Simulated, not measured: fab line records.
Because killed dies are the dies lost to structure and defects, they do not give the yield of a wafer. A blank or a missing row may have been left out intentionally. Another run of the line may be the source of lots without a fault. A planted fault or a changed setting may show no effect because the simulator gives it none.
fab line records	flow n5_finfet	part 1 of 2: steps 1 to 25 of 31
[record] lots = 5	wafers = 15	last_day = 20
route steps=1938 shown BEOL_M11@1546
lots with no fault: from the same line, run without faults
start_h: the number of hours between the record's first day and the start of the first shown wafer of the lot	wait_h: time in hours since the lot's previous step	" identical to the entry in the row above	L1.1+2: several wafers, shown together as one row	- no value, or no start given	* or withheld: withheld	< > ~ a bound
route shown NAME@n: a module of which the file shows steps, and the number in the route of the first	usual: mean/standard deviation taken from wafers without a fault	same: alike in all rows	chamber/n: place in a boat	sites: readings site by site	_std_site: the values' standard deviation	_edge_site: inner sites' mean taken away from outer sites' mean	radius_mm: how far each site lies from the wafer's centre	mask NAME#n: copy n	behind: tool/chamber where the wafer was last shaped	hold: cause of the lot's hold/its duration in hours/its outcome	device: names the non-switching transistor (n, p or np)	end of line: the same wafers' tests at the end of the route	step lacking rows: just its recipe	killed: dies that structure and defects cost at the first sort, which is not the same as the wafer's yield	map: per-die view of a wafer (x killed, . not killed, _ where there is no die)
set.NAME: the setting the step ran with; set.NAME@STEP: the setting that earlier step ran with	model.NAME: the simulator's own value behind a step, which no gauge read
a table for each step, a row for each wafer; lots at some steps of the route
services: from which hour (start_h, from the record's first day; less than 0 if before it) a tool's chamber was out of use, for how many hours, and why
[[steps]]
[step N5_BEOL_M11_EXPOSE_08]
[recipe] mask_id = M11	na = 1.35	source_shape = dipole	sigma_inner = 0.411	sigma_outer = 0.611	polarization = te	dose_mj = 53.75
lot.wafer	tool	chamber	start_h	wait_h	mask
L078.2+3+5	arfi_scanner-01	0	273.73	-	M11#0
L085.1+5+6	arfi_scanner-02	0	313.45	-	M11#0
L084.1+3+6	arfi_scanner-01	0	345.01	-	M11#0
L093.1+2+6	arfi_scanner-02	0	390.36	-	M11#0
L096.1+4+5	arfi_scanner-03	0	424.18	-	M11#0
[step N5_BEOL_M11_PEB_09]
[recipe] peb_temp_c = withheld	peb_time_s = 60	resist = CAR-ArF
lot.wafer	tool	chamber	start_h	wait_h
L078.2+3+5	litho_track-02	0	273.78	0.0
L085.1+5+6	litho_track-05	0	313.50	0.1
L084.1+3+6	litho_track-05	0	345.07	0.1
L093.1+2+6	litho_track-01	0	390.42	0.1
L096.1+4+5	litho_track-05	0	424.24	0.1
[step N5_BEOL_M11_DEVELOP_10]
[recipe] develop_time_s = 30	developer = TMAH	resist = CAR-ArF	rinse_liquid = diw	dry = air_spin	dev_temp_c = 23
lot.wafer	tool	chamber	start_h	wait_h
L078.2+3+5	litho_track-02	0	-	-
L085.1+5+6	litho_track-05	0	-	-
L084.1+3+6	litho_track-05	0	-	-
L093.1+2+6	litho_track-01	0	-	-
L096.1+4+5	litho_track-05	0	-	-
[step N5_BEOL_M11_CD_MEAS_11]
[recipe] target_cd_nm = 64.1	landing_energy_ev = 500	detector = se_inlens	polarity = opening
[usual] cd_nm = 64.1/0.43
lot.wafer	tool	chamber	start_h	wait_h	cd_nm
L078.2	cd_sem-02	0	273.85	-	64.1
L078.3	"	0	"	"	64.3
L078.5	"	0	"	"	64.7
L085.1	cd_sem-03	0	313.57	-	64.8
L085.5	"	0	"	"	65.0
L085.6	"	0	"	"	64.8
L084.1	cd_sem-03	0	345.13	-	64.0
L084.3	"	0	"	"	63.9
L084.6	"	0	"	"	63.8
L093.1	cd_sem-02	0	390.49	-	64.4
L093.2	"	0	"	"	64.6
L093.6	"	0	"	"	63.9
L096.1	cd_sem-03	0	424.30	-	64.3
L096.4	"	0	"	"	63.6
L096.5	"	0	"	"	64.1
[step N5_BEOL_M11_OVL_MEAS_12]
[recipe] points_per_wafer = 44
[usual] M11_OVL = 0.0/0.71
lot.wafer	tool	chamber	start_h	wait_h	M11_OVL[nm]
L078.2	overlay-01	0	273.88	0.0	-0.7
L078.3	"	0	"	"	-1.1
L078.5	"	0	"	"	0.0
L085.1	overlay-02	0	313.60	0.0	0.1
L085.5	"	0	"	"	-0.5
L085.6	"	0	"	"	0.8
L084.1	overlay-02	0	345.16	0.0	0.1
L084.3	"	0	"	"	-0.1
L084.6	"	0	"	"	0.8
L093.1	overlay-01	0	390.52	0.0	-1.1
L093.2	"	0	"	"	0.0
L093.6	"	0	"	"	-0.5
L096.1	overlay-01	0	424.33	0.0	0.5
L096.4	"	0	"	"	0.0
L096.5	"	0	"	"	0.8
[step N5_BEOL_M11_INSPECT_13]
[recipe] mode = adi	inspect_instrument = brightfield
[usual] raw_defect_count = 415/90
lot.wafer	tool	chamber	start_h	wait_h	raw_defect_count
L078.2	defect_inspect-01	-	273.90	0.0	377
L078.3	"	-	"	"	507
L078.5	"	-	"	"	463
L085.1	defect_inspect-01	-	313.63	0.0	408
L085.5	"	-	"	"	456
L085.6	"	-	"	"	420
L084.1	defect_inspect-02	-	345.19	0.0	559
L084.3	"	-	"	"	671
L084.6	"	-	"	"	575
L093.1	defect_inspect-01	-	390.54	0.0	333
L093.2	"	-	"	"	452
L093.6	"	-	"	"	339
L096.1	defect_inspect-01	-	424.36	0.0	426
L096.4	"	-	"	"	326
L096.5	"	-	"	"	429
[step N5_BEOL_M11_DESCUM_16]
[recipe] chemistry = O2	time_s = 7.9	source_power_w = 50	bias_power_w = 20	pressure_mtorr = 20	rf_frequency_hz = 2.712e+07	temp_c = 40	resist = CAR-ArF	o2_flow_sccm = 225
[usual] drypump_motor_current_A = 5.8/0.42	oes_product_au = 0.79/0.083	rf_vpp_V = 243.3/1.4	showerhead_plenum_p_Torr = 2.10/0.075	throttle_valve_pct = 20.47/0.21
lot.wafer	tool	chamber	start_h	wait_h	drypump_motor_current_A	oes_product_au	rf_hours_counter_h	rf_vpp_V	showerhead_plenum_p_Torr	throttle_valve_pct
L078.2	rie_diel-02	3	273.98	0.1	5.8	0.76	121	242.4	2.01	20.78
L078.3	"	2	"	"	6.1	0.71	194	242.5	2.18	20.60
L078.5	"	1	"	"	6.3	0.87	-	243.4	2.13	20.19
L085.1	rie_diel-02	2	313.66	0.0	6.0	0.70	206	243.9	2.17	20.63
L085.5	"	3	"	"	5.8	0.73	-	242.4	2.01	20.80
L085.6	"	2	"	"	6.0	0.70	-	245.6	2.17	20.61
L084.1	rie_diel-06	2	345.22	0.0	6.4	0.72	199	243.2	2.00	20.34
L084.3	"	0	"	"	5.2	0.87	52	241.8	2.04	20.31
L084.6	"	3	"	"	5.5	0.68	-	244.1	2.05	20.70
L093.1	rie_diel-02	2	390.59	0.0	6.0	0.70	227	242.9	2.17	20.65
L093.2	"	3	"	"	5.8	0.73	154	241.6	2.00	20.83
L093.6	"	0	"	"	5.7	0.83	-	241.9	2.04	20.47
L096.1	rie_diel-03	1	424.41	0.1	6.0	0.92	31	244.3	2.13	20.23
L096.4	"	2	"	"	5.3	0.86	59	244.5	2.22	20.42
L096.5	"	1	"	"	6.1	0.91	-	244.5	2.13	20.24
[step N5_BEOL_M11_ETCH_61]
[recipe] chemistry = CF4	target = SiARC	target_depth_a = 390	mask_material = CAR-ArF	time_s = 65	ion_energy_ev = 80	pressure_mtorr = 40	source_w = 545	bias_w = 36	Ar_flow_sccm = 100	cf4_flow_sccm = 100	ends = cleared
[usual] drypump_motor_current_A = 5.8/0.42	etch_rf_on_time_s = 64.9/0.85	oes_product_au = 0.68/0.068	rf_vpp_V = 184.2/1.1	showerhead_plenum_p_Torr = 2.15/0.07	throttle_valve_pct = 15.63/0.25
lot.wafer	tool	chamber	start_h	wait_h	drypump_motor_current_A	etch_rf_on_time_s	oes_product_au	rf_hours_counter_h	rf_vpp_V	showerhead_plenum_p_Torr	throttle_valve_pct
L078.2	rie_diel-02	3	274.01	0.0	5.8	64.4	0.66	121	182.0	2.07	16.00
L078.3	"	2	"	"	6.0	65.0	0.61	194	183.6	2.22	15.79
L078.5	"	1	"	"	6.3	66.0	0.75	-	184.3	2.18	15.34
L085.1	rie_diel-02	2	313.70	0.0	6.1	65.7	0.60	206	184.1	2.21	15.81
L085.5	"	3	"	"	5.8	65.3	0.64	-	183.1	2.07	16.02
L085.6	"	2	"	"	6.0	64.9	0.61	-	186.5	2.21	15.81
L084.1	rie_diel-06	2	345.26	0.0	6.5	63.9	0.62	199	183.7	2.04	15.54
L084.3	"	0	"	"	5.2	64.8	0.74	52	183.6	2.10	15.45
L084.6	"	3	"	"	5.5	65.8	0.58	-	185.1	2.12	16.00
L093.1	rie_diel-02	2	390.63	0.0	6.0	64.0	0.60	227	185.3	2.21	15.85
L093.2	"	3	"	"	5.8	64.0	0.64	154	182.7	2.06	16.05
L093.6	"	0	"	"	5.6	64.4	0.72	-	183.2	2.08	15.51
L096.1	rie_diel-03	1	424.45	0.0	6.0	63.1	0.78	31	185.0	2.18	15.36
L096.4	"	2	"	"	5.3	64.0	0.73	59	185.3	2.25	15.49
L096.5	"	1	"	"	6.1	62.6	0.79	-	185.0	2.18	15.37
[step N5_BEOL_M11_ETCH_62]
[recipe] chemistry = N2/H2	target = SOC	target_depth_a = 1100	overetch_a = 220	mask_material = SiARC	temp_c = 40	time_s = 165	ion_energy_ev = 200	pressure_mtorr = 30	source_w = 840	bias_w = 150	n2_flow_sccm = 200	h2_flow_sccm = 200
[usual] drypump_motor_current_A = 5.8/0.42	h2_flow_sccm = 200.0/0.58	oes_product_au = 0.67/0.067	rf_vpp_V = 524.0/2.7	showerhead_plenum_p_Torr = 2.55/0.088	throttle_valve_pct = 17.83/0.22
lot.wafer	tool	chamber	start_h	wait_h	drypump_motor_current_A	h2_flow_sccm	oes_product_au	rf_hours_counter_h	rf_vpp_V	showerhead_plenum_p_Torr	throttle_valve_pct
L078.2	rie_diel-02	3	274.06	0.0	5.8	198.5	0.65	121	521.1	2.46	18.17
L078.3	"	2	"	"	6.0	198.6	0.61	194	526.5	2.62	17.86
L078.5	"	1	"	"	6.3	200.2	0.74	-	525.4	2.58	17.65
L085.1	rie_diel-02	2	313.75	0.0	6.0	199.9	0.60	206	525.6	2.62	17.89
L085.5	"	3	"	"	5.8	199.7	0.64	-	522.5	2.45	18.20
L085.6	"	2	"	"	6.0	199.2	0.60	-	525.2	2.62	17.87
L084.1	rie_diel-06	2	345.31	0.0	6.5	199.6	0.61	199	520.1	2.41	17.68
L084.3	"	0	"	"	5.2	200.7	0.73	52	521.4	2.47	17.61
L084.6	"	3	"	"	5.5	200.7	0.57	-	521.4	2.51	18.16
L093.1	rie_diel-02	2	390.68	0.0	6.0	199.9	0.59	227	526.4	2.61	17.92
L093.2	"	3	"	"	5.8	200.5	0.63	154	520.5	2.44	18.23
L093.6	"	0	"	"	5.7	199.4	0.71	-	522.7	2.46	17.71
L096.1	rie_diel-03	1	424.50	0.0	6.0	199.9	0.77	31	525.1	2.59	17.75
L096.4	"	2	"	"	5.3	200.2	0.72	59	527.7	2.69	17.77
L096.5	"	1	"	"	6.0	200.2	0.76	-	524.6	2.59	17.74
[step N5_BEOL_M11_STRIP_68]
[recipe] chemistry = N2/H2	temp_c = 40	n2_flow_sccm = 200	h2_flow_sccm = 200	rf_frequency_hz = 6e+07
lot.wafer	tool	chamber	start_h	wait_h
L078.2+3+5	rie_diel-02	3,2,1	274.20	0.1
L085.1+5+6	rie_diel-02	2,3,2	313.88	0.1
L084.1+3+6	rie_diel-06	2,0,3	345.44	0.1
L093.1+2+6	rie_diel-02	2,3,0	390.81	0.1
L096.1+4+5	rie_diel-03	1,2,1	424.63	0.1
[step N5_BEOL_M11_STRIP_67]
[recipe] chemistry = CF4	resist = SiARC	power_w = 300	bias_power_w = 75	pressure_mtorr = 50	cf4_flow_sccm = 150	rf_frequency_hz = 6e+07
[usual] drypump_motor_current_A = 5.8/0.42	oes_product_au = 0.80/0.079	rf_vpp_V = 271.3/1.5	showerhead_plenum_p_Torr = 1.80/0.059	throttle_valve_pct = 13.59/0.27
lot.wafer	tool	chamber	start_h	wait_h	drypump_motor_current_A	oes_product_au	rf_hours_counter_h	rf_vpp_V	showerhead_plenum_p_Torr	throttle_valve_pct
L078.2	rie_diel-02	3	274.21	0.0	5.8	0.77	121	270.0	1.74	13.95
L078.3	"	2	"	"	6.0	0.72	194	272.7	1.86	13.77
L078.5	"	1	"	"	6.3	0.88	-	273.0	1.82	13.26
L085.1	rie_diel-02	2	313.89	0.0	6.0	0.71	206	273.1	1.85	13.80
L085.5	"	3	"	"	5.8	0.74	-	269.3	1.74	13.99
L085.6	"	2	"	"	6.0	0.71	-	273.1	1.85	13.80
L084.1	rie_diel-06	2	345.45	0.0	6.5	0.72	199	269.9	1.71	13.53
L084.3	"	0	"	"	5.2	0.86	53	269.1	1.75	13.37
L084.6	"	3	"	"	5.4	0.68	-	271.7	1.77	13.96
L093.1	rie_diel-02	2	390.82	0.0	6.0	0.69	227	272.6	1.85	13.85
L093.2	"	3	"	"	5.8	0.73	154	270.7	1.73	14.02
L093.6	"	0	"	"	5.6	0.83	-	270.0	1.74	13.47
L096.1	rie_diel-03	1	424.64	0.0	6.0	0.90	31	269.7	1.82	13.29
L096.4	"	2	"	"	5.3	0.85	59	273.8	1.88	13.47
L096.5	"	1	"	"	6.0	0.90	-	271.8	1.82	13.30
[step N5_BEOL_M11_HM_OPEN_17]
[recipe] chemistry = Cl2/BCl3	target_depth_a = 200	overetch_a = 60	target = TiN	mask_material = SOC	ion_energy_ev = 150	pressure_mtorr = 10	icp_w = 1000	bias_w = 126	Cl2_flow_sccm = 53.25	bcl3_flow_sccm = 21.75	Ar_flow_sccm = 25
[usual] drypump_motor_current_A = 5.95/0.14	oes_ar_750_au = 0.80/0.068	oes_product_au = 0.69/0.063	throttle_valve_pct = 22.03/0.26
lot.wafer	tool	chamber	start_h	wait_h	drypump_motor_current_A	oes_ar_750_au	oes_product_au	rf_hours_counter_h	throttle_valve_pct
L078.2	rie_metal-03	1	274.28	0.1	5.95	0.86	0.76	-	21.85
L078.3	"	1	"	"	5.95	0.86	0.76	-	21.84
L078.5	"	1	"	"	5.96	0.87	0.75	-	21.83
L085.1	rie_metal-03	0	313.93	0.0	5.80	0.90	0.77	14	22.32
L085.5	"	1	"	"	5.97	0.85	0.75	-	21.82
L085.6	"	0	"	"	5.79	0.89	0.77	-	22.32
L084.1	rie_metal-02	0	345.49	0.0	6.15	0.76	0.64	57	22.40
L084.3	"	0	"	"	6.13	0.77	0.65	-	22.39
L084.6	"	0	"	"	6.19	0.78	0.64	-	22.40
L093.1	rie_metal-03	1	390.86	0.0	5.97	0.82	0.71	24	21.89
L093.2	"	0	"	"	5.78	0.87	0.73	20	22.38
L093.6	"	0	"	"	5.79	0.87	0.73	-	22.36
L096.1	rie_metal-02	1	424.69	0.0	5.80	0.73	0.62	58	21.87
L096.4	"	0	"	"	6.15	0.75	0.63	-	22.42
L096.5	"	0	"	"	6.14	0.75	0.63	-	22.42
[step N5_BEOL_M11_STRIP_19]
[recipe] chemistry = O2	power_w = 400	temp_c = 40	pressure_mtorr = 30	rf_frequency_hz = 6e+07	bias_power_w = 0	overash_fraction = 0.2	o2_flow_sccm = 225
[usual] drypump_motor_current_A = 5.6/0.46	oes_product_au = 0.80/0.085	rf_vpp_V = 3.6/0.57	showerhead_plenum_p_Torr = 2.10/0.082	throttle_valve_pct = 16.69/0.22
lot.wafer	tool	chamber	start_h	wait_h	drypump_motor_current_A	oes_product_au	rf_hours_counter_h	rf_vpp_V	showerhead_plenum_p_Torr	throttle_valve_pct
L078.2	rie_diel-06	0	274.45	0.1	5.2	0.90	34	3.0	2.05	16.46
L078.3	"	2	"	"	6.4	0.73	182	3.5	2.01	16.59
L078.5	"	0	"	"	5.2	0.89	-	4.5	2.05	16.47
L085.1	rie_diel-02	1	314.08	0.1	6.2	0.86	50	3.7	2.13	16.43
L085.5	"	3	"	"	5.8	0.74	-	4.3	2.01	17.05
L085.6	"	0	"	"	5.6	0.86	-	3.4	2.05	16.63
L084.1	rie_diel-02	3	345.61	0.1	5.8	0.74	141	2.9	2.01	17.03
L084.3	"	2	"	"	6.1	0.71	214	3.1	2.17	16.90
L084.6	"	0	"	"	5.7	0.85	-	4.2	2.05	16.65
L093.1	rie_diel-02	1	390.98	0.1	6.3	0.84	72	3.1	2.12	16.48
L093.2	"	0	"	"	5.6	0.82	84	3.7	2.04	16.66
L093.6	"	0	"	"	5.6	0.82	-	4.0	2.04	16.67
L096.1	rie_diel-03	1	424.98	0.3	6.0	0.92	31	3.4	2.14	16.45
L096.4	"	3	"	"	5.5	0.82	92	3.3	2.21	16.58
L096.5	"	0	"	"	4.8	0.76	-	5.6	2.03	16.61
[step N5_BEOL_M11_CD_MEAS_18]
[recipe] pitch_nm = 140	target_cd_nm = 70
[usual] cd_nm = 70.1/0.46
lot.wafer	tool	chamber	start_h	wait_h	cd_nm
L078.2	cd_sem-02	-	274.53	0.1	70.1
L078.3	"	-	"	"	70.1
L078.5	"	-	"	"	70.8
L085.1	cd_sem-03	-	314.15	0.0	70.8
L085.5	"	-	"	"	71.1
L085.6	"	-	"	"	70.7
L084.1	cd_sem-03	-	345.68	0.0	70.2
L084.3	"	-	"	"	70.1
L084.6	"	-	"	"	70.3
L093.1	cd_sem-03	-	391.05	0.0	69.9
L093.2	"	-	"	"	70.8
L093.6	"	-	"	"	69.6
L096.1	cd_sem-03	-	425.05	0.0	70.1
L096.4	"	-	"	"	69.3
L096.5	"	-	"	"	69.9
[step N5_BEOL_M11_COAT_63]
[recipe] resist = SOC	temp_c = 250	time_s = 60	spin_rpm = 1500	resist_thk_nm = 100
lot.wafer	tool	chamber	start_h	wait_h
L078.2+3+5	litho_track-05	0	274.74	0.2
L085.1+5+6	litho_track-05	0	315.19	1.0
L084.1+3+6	litho_track-02	0	346.29	0.6
L093.1+2+6	litho_track-02	0	391.08	0.0
L096.1+4+5	litho_track-01	0	426.38	1.3
[step N5_BEOL_M11_COAT_64]
[recipe] resist = SiARC	temp_c = 220	time_s = 60	spin_rpm = 1500	resist_thk_nm = 30
lot.wafer	tool	chamber	start_h	wait_h
L078.2+3+5	litho_track-05	0	-	-
L085.1+5+6	litho_track-05	0	-	-
L084.1+3+6	litho_track-02	0	-	-
L093.1+2+6	litho_track-02	0	-	-
L096.1+4+5	litho_track-01	0	-	-
[step N5_BEOL_M11_COAT_22]
[recipe] resist = CAR-ArF	spin_rpm = 1500	resist_thk_nm = 90
lot.wafer	tool	chamber	start_h	wait_h
L078.2+3+5	litho_track-05	0	-	-
L085.1+5+6	litho_track-05	0	-	-
L084.1+3+6	litho_track-02	0	-	-
L093.1+2+6	litho_track-02	0	-	-
L096.1+4+5	litho_track-01	0	-	-
[step N5_BEOL_M11_EBR_24]
[recipe] solvent = PGMEA	ebr_width_mm = 1.5
[same] ebr_width_mm = 1.5
lot.wafer	tool	chamber	start_h	wait_h
L078.2+3+5	litho_track-05	0	-	-
L085.1+5+6	litho_track-05	0	-	-
L084.1+3+6	litho_track-02	0	-	-
L093.1+2+6	litho_track-02	0	-	-
L096.1+4+5	litho_track-01	0	-	-
[step N5_BEOL_M11_SOFTBAKE_23]
[recipe] temp_c = 110	time_s = 60	resist = CAR-ArF
lot.wafer	tool	chamber	start_h	wait_h
L078.2+3+5	litho_track-05	0	-	-
L085.1+5+6	litho_track-05	0	-	-
L084.1+3+6	litho_track-02	0	-	-
L093.1+2+6	litho_track-02	0	-	-
L096.1+4+5	litho_track-01	0	-	-
[step N5_BEOL_M11_EXPOSE_25]
[recipe] mask_id = V10	na = 1.35	source_shape = annular	sigma_inner = 0.5	sigma_outer = 0.8	polarization = unpolarized	dose_mj = 85.5
lot.wafer	tool	chamber	start_h	wait_h	mask
L078.2+3+5	arfi_scanner-01	0	274.99	-	V10#0
L085.1+5+6	arfi_scanner-01	0	315.44	-	V10#0
L084.1+3+6	arfi_scanner-02	0	346.53	-	V10#0
L093.1+2+6	arfi_scanner-02	0	391.32	-	V10#0
L096.1+4+5	arfi_scanner-03	0	426.50	-	V10#0
[step N5_BEOL_M11_PEB_26]
[recipe] peb_temp_c = withheld	peb_time_s = 60	resist = CAR-ArF
lot.wafer	tool	chamber	start_h	wait_h
L078.2+3+5	litho_track-05	0	275.05	0.1
L085.1+5+6	litho_track-01	0	315.50	0.1
L084.1+3+6	litho_track-02	0	346.59	0.1
L093.1+2+6	litho_track-01	0	391.39	0.1
L096.1+4+5	litho_track-01	0	426.56	0.1
[step N5_BEOL_M11_DEVELOP_27]
[recipe] develop_time_s = 30	developer = TMAH	resist = CAR-ArF	rinse_liquid = diw	dry = air_spin	dev_temp_c = 23
lot.wafer	tool	chamber	start_h	wait_h
L078.2+3+5	litho_track-05	0	-	-
L085.1+5+6	litho_track-01	0	-	-
L084.1+3+6	litho_track-02	0	-	-
L093.1+2+6	litho_track-01	0	-	-
L096.1+4+5	litho_track-01	0	-	-
[step N5_BEOL_M11_CD_MEAS_28]
[recipe] target_cd_nm = 70	landing_energy_ev = 500	detector = se_inlens	polarity = opening
[usual] cd_nm = 69.9/0.67
lot.wafer	tool	chamber	start_h	wait_h	cd_nm
L078.2	cd_sem-03	0	275.12	-	69.5
L078.3	"	0	"	"	69.4
L078.5	"	0	"	"	69.3
L085.1	cd_sem-03	0	315.57	-	70.6
L085.5	"	0	"	"	69.8
L085.6	"	0	"	"	70.1
L084.1	cd_sem-01	0	346.66	-	69.5
L084.3	"	0	"	"	69.4
L084.6	"	0	"	"	70.3
L093.1	cd_sem-03	0	391.46	-	70.3
L093.2	"	0	"	"	71.2
L093.6	"	0	"	"	71.2
L096.1	cd_sem-03	0	426.63	-	69.8
L096.4	"	0	"	"	69.2
L096.5	"	0	"	"	70.1
[step N5_BEOL_M11_OVL_MEAS_29]
[recipe] points_per_wafer = 44
[usual] V10_OVL = 0.2/0.83
lot.wafer	tool	chamber	start_h	wait_h	V10_OVL[nm]
L078.2	overlay-02	0	275.15	0.0	2.2
L078.3	"	0	"	"	2.8
L078.5	"	0	"	"	1.1
L085.1	overlay-01	0	315.60	0.0	0.1
L085.5	"	0	"	"	-0.8
L085.6	"	0	"	"	0.2
L084.1	overlay-02	0	346.69	0.0	-0.2
L084.3	"	0	"	"	-0.1
L084.6	"	0	"	"	-0.6
L093.1	overlay-01	0	391.49	0.0	1.2
L093.2	"	0	"	"	0.1
L093.6	"	0	"	"	-0.2
L096.1	overlay-02	0	426.66	0.0	1.5
L096.4	"	0	"	"	0.0
L096.5	"	0	"	"	0.6
[step N5_BEOL_M11_INSPECT_30]
[recipe] mode = adi	inspect_instrument = brightfield
[usual] raw_defect_count = 417/85
lot.wafer	tool	chamber	start_h	wait_h	raw_defect_count
L078.2	defect_inspect-01	-	275.17	0.0	381
L078.3	"	-	"	"	493
L078.5	"	-	"	"	490
L085.1	defect_inspect-01	-	315.62	0.0	417
L085.5	"	-	"	"	458
L085.6	"	-	"	"	402
L084.1	defect_inspect-02	-	346.72	0.0	588
L084.3	"	-	"	"	662
L084.6	"	-	"	"	573
L093.1	defect_inspect-01	-	391.51	0.0	352
L093.2	"	-	"	"	461
L093.6	"	-	"	"	343
L096.1	defect_inspect-02	-	426.68	0.0	439
L096.4	"	-	"	"	328
L096.5	"	-	"	"	451
